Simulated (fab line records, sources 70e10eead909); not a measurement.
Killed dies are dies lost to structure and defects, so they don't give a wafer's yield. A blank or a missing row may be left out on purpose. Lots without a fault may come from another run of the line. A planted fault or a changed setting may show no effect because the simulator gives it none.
Which tool did it? | flow nand_harc | 12 lots, 36 wafers sampled, at 4 steps of a route of 1302

WHAT THE GAUGES READ, wafer by wafer
The record holds no reading of a measuring or inspecting step that can be judged against a usual standard deviation.

WHICH TOOL RAN EACH LOT (tool, then ch and the chambers of the sampled wafers, then the start)
lot  | NHARC_A_CHANNEL_HOLE_D1_DESCUM_15  | NHARC_A_CHANNEL_HOLE_D1_ETCH_34               | NHARC_A_CHANNEL_FILL_D1_ALD_14   | NHARC_A_CHANNEL_FILL_D1_ALD_25
L277 | rie_diel-10 ch 0,2,3, day 9 13:23  | rie_diel-10 ch 0,2,3, day 10 03:30 or earlier | ald_hk-02 ch 0,1,3, day 10 03:30 | ald_hk-04 ch 1,2,3, day 11 10:02
L278 | rie_diel-10 ch 1,3, day 9 22:58    | rie_diel-10 ch 0,1, day 10 17:35 or earlier   | ald_hk-01 ch 0,2,3, day 10 17:35 | ald_hk-01 ch 0,1,2, day 11 23:26
L279 | rie_diel-10 ch 0,3, day 10 00:52   | rie_diel-10 ch 1,2,3, day 10 17:34 or earlier | ald_hk-02 ch 1,2, day 10 17:34   | ald_hk-02 ch 0,3, day 12 00:26
L280 | rie_diel-10 ch 0,1,2, day 10 11:43 | rie_diel-10 ch 1,2,3, day 11 01:50 or earlier | ald_hk-04 ch 0,1,2, day 11 01:50 | ald_hk-04 ch 0,1,2, day 12 06:41
L285 | rie_diel-02 ch 0,1, day 12 23:34   | rie_diel-02 ch 1,2, day 13 14:08 or earlier   | ald_hk-04 ch 0,1,3, day 13 14:08 | ald_hk-01 ch 0,1,2, day 15 00:49
L287 | rie_diel-10 ch 0,1,2, day 13 08:20 | rie_diel-10 ch 2,3, day 13 22:53 or earlier   | ald_hk-04 ch 0,1, day 13 22:53   | ald_hk-02 ch 0,2,3, day 15 07:43
L293 | rie_diel-10 ch 0,1,3, day 15 23:53 | rie_diel-10 ch 0,1,3, day 16 14:07 or earlier | ald_hk-04 ch 0,1,3, day 16 14:07 | ald_hk-02 ch 1,3, day 17 20:48
L294 | rie_diel-10 ch 1,2, day 16 03:59   | rie_diel-10 ch 1,2, day 16 04:40              | ald_hk-02 ch 0,1,2, day 16 18:52 | ald_hk-02 ch 1,2,3, day 18 05:38
L295 | rie_diel-10 ch 2,3, day 16 22:23   | rie_diel-10 ch 2,3, day 17 15:29 or earlier   | ald_hk-04 ch 1,3, day 17 15:29   | ald_hk-01 ch 2,3, day 18 20:40
L296 | rie_diel-10 ch 0,2,3, day 17 00:00 | rie_diel-10 ch 0,2,3, day 17 19:09 or earlier | ald_hk-01 ch 2,3, day 17 19:09   | ald_hk-02 ch 0,3, day 19 00:25
L297 | rie_diel-10 ch 0,2,3, day 17 11:54 | rie_diel-10 ch 0,1,3, day 18 01:59 or earlier | ald_hk-01 ch 0,2,3, day 18 01:59 | ald_hk-01 ch 0,2,3, day 19 12:47
L298 | rie_diel-10 ch 0,1,2, day 18 03:02 | rie_diel-10 ch 0,1, day 18 17:53 or earlier   | ald_hk-01 ch 1,2, day 18 17:53   | ald_hk-04 ch 0,2, day 19 23:28
- NHARC_A_CHANNEL_HOLE_D1_DESCUM_15: chemistry O2, time 3 s.
- NHARC_A_CHANNEL_HOLE_D1_ETCH_34: etches the open film in CF4/CHF3, target depth 154 nm, time 77 s.
- NHARC_A_CHANNEL_FILL_D1_ALD_14: deposits SiO2, target thk 2.5 nm, pulse time 10 s, ald cycles 25.
- NHARC_A_CHANNEL_FILL_D1_ALD_25: deposits SiOx, target thk 60 nm, pulse time 10 s, ald cycles 600.

WHAT THE TOOLS THEMSELVES READ (means of the sampled wafers that have a number; where no wafer has one, the mark that the record gives instead)
NHARC_A_CHANNEL_HOLE_D1_DESCUM_15. Usual: drypump_motor_current_A 5.66 A, standard deviation 0.29; oes_product_au 1.001 a.u., standard deviation 0.008; rf_vpp_V 58.0 V, standard deviation 0.93; showerhead_plenum_p_Torr 1.95 Torr, standard deviation 0.085; throttle_valve_pct 11.312 %, standard deviation 0.0099.
lot  | tool        | drypump_motor_current_A (A) | oes_product_au (a.u.) | rf_vpp_V (V) | showerhead_plenum_p_Torr (Torr) | throttle_valve_pct (%) | flag
L277 | rie_diel-10 | 5.50                        | 0.994                 | 59.1         | 1.97                            | 11.311                 |
L278 | rie_diel-10 | 5.47                        | 1.007                 | 57.5         | 1.87                            | 11.316                 |
L279 | rie_diel-10 | 5.45                        | 1.001                 | 58.2         | 1.90                            | 11.311                 |
L280 | rie_diel-10 | 5.62                        | 1.000                 | 57.7         | 1.98                            | 11.317                 |
L285 | rie_diel-02 | 5.60                        | 0.993                 | 58.0         | 1.99                            | 11.317                 |
L287 | rie_diel-10 | 5.63                        | 1.012                 | 58.3         | 1.98                            | 11.300                 |
L293 | rie_diel-10 | 5.55                        | 0.998                 | 56.8         | 1.91                            | 11.310                 |
L294 | rie_diel-10 | 5.61                        | 0.995                 | 57.5         | 2.00                            | 11.315                 |
L295 | rie_diel-10 | 5.42                        | 0.999                 | 57.9         | 1.91                            | 11.316                 |
L296 | rie_diel-10 | 5.51                        | 0.997                 | 58.0         | 1.96                            | 11.313                 |
L297 | rie_diel-10 | 5.50                        | 1.001                 | 58.4         | 1.96                            | 11.319                 |
L298 | rie_diel-10 | 5.62                        | 1.002                 | 58.5         | 1.98                            | 11.310                 |

NHARC_A_CHANNEL_HOLE_D1_ETCH_34. Usual: drypump_motor_current_A 5.66 A, standard deviation 0.29; oes_product_au 0.941 a.u., standard deviation 0.02; rf_vpp_V 371.6 V, standard deviation 2.2; showerhead_plenum_p_Torr 1.61 Torr, standard deviation 0.064; throttle_valve_pct 16.802 %, standard deviation 0.0097.
lot  | tool        | drypump_motor_current_A (A) | oes_product_au (a.u.) | rf_vpp_V (V) | showerhead_plenum_p_Torr (Torr) | throttle_valve_pct (%) | flag
L277 | rie_diel-10 | 5.51                        | 0.932                 | 372.0        | 1.61                            | 16.799                 |
L278 | rie_diel-10 | 5.67                        | 0.929                 | 371.9        | 1.61                            | 16.796                 |
L279 | rie_diel-10 | 5.53                        | 0.927                 | 370.9        | 1.59                            | 16.802                 |
L280 | rie_diel-10 | 5.51                        | 0.929                 | 372.0        | 1.59                            | 16.800                 |
L285 | rie_diel-02 | 5.85                        | 0.940                 | 373.5        | 1.66                            | 16.795                 |
L287 | rie_diel-10 | 5.42                        | 0.972                 | 370.5        | 1.57                            | 16.801                 |
L293 | rie_diel-10 | 5.56                        | 0.929                 | 369.7        | 1.57                            | 16.800                 |
L294 | rie_diel-10 | 5.61                        | 0.935                 | 372.1        | 1.64                            | 16.794                 |
L295 | rie_diel-10 | 5.47                        | 0.924                 | 371.4        | 1.63                            | 16.804                 |
L296 | rie_diel-10 | 5.50                        | 0.925                 | 371.9        | 1.61                            | 16.808                 |
L297 | rie_diel-10 | 5.57                        | 0.927                 | 370.7        | 1.57                            | 16.804                 |
L298 | rie_diel-10 | 5.68                        | 0.926                 | 370.3        | 1.59                            | 16.799                 |

NHARC_A_CHANNEL_FILL_D1_ALD_14. Usual: heater_power_w 454 W, standard deviation 61; precursor_pulse_height_rel 0.999, standard deviation 0.019.
lot  | tool      | heater_power_w (W) | precursor_pulse_height_rel | flag
L277 | ald_hk-02 | 426                | 0.995                      |
L278 | ald_hk-01 | 424                | 1.023                      |
L279 | ald_hk-02 | 481                | 0.998                      |
L280 | ald_hk-04 | 494                | 0.998                      |
L285 | ald_hk-04 | 524                | 0.982                      |
L287 | ald_hk-04 | 555                | 0.999                      |
L293 | ald_hk-04 | 521                | 1.007                      |
L294 | ald_hk-02 | 446                | 1.007                      |
L295 | ald_hk-04 | 527                | 1.001                      |
L296 | ald_hk-01 | 385                | 0.985                      |
L297 | ald_hk-01 | 421                | 0.996                      |
L298 | ald_hk-01 | 418                | 1.002                      |

NHARC_A_CHANNEL_FILL_D1_ALD_25. Usual: heater_power_w 446 W, standard deviation 53; precursor_pulse_height_rel 0.997, standard deviation 0.018.
lot  | tool      | heater_power_w (W) | precursor_pulse_height_rel | flag
L277 | ald_hk-04 | 497                | 1.014                      |
L278 | ald_hk-01 | 445                | 0.999                      |
L279 | ald_hk-02 | 439                | 0.995                      |
L280 | ald_hk-04 | 501                | 1.005                      |
L285 | ald_hk-01 | 439                | 0.998                      |
L287 | ald_hk-02 | 450                | 0.991                      |
L293 | ald_hk-02 | 444                | 0.998                      |
L294 | ald_hk-02 | 464                | 1.013                      |
L295 | ald_hk-01 | 407                | 0.993                      |
L296 | ald_hk-02 | 433                | 0.991                      |
L297 | ald_hk-01 | 423                | 0.993                      |
L298 | ald_hk-04 | 460                | 1.009                      |

THE ANSWER, worked out from the rows above alone
Rule: a lot is off if the mean of its wafers that have a number lies more than 3 standard deviations from the usual mean. A lot without any number at a reading at which 4 lots or more have one is off too. The other lots that the step has rows for count as sound. The gauges are gone through in route order, then the tools' own readings, and for those a lot's mean is taken as printed above. The first step at which some lot is off is used, and at that step the reading that is off furthest; a lot without a number counts as furthest.
No lot is off at any reading shown: from this, nothing can be told.

WHAT THE SIMULATOR HAD PUT IN
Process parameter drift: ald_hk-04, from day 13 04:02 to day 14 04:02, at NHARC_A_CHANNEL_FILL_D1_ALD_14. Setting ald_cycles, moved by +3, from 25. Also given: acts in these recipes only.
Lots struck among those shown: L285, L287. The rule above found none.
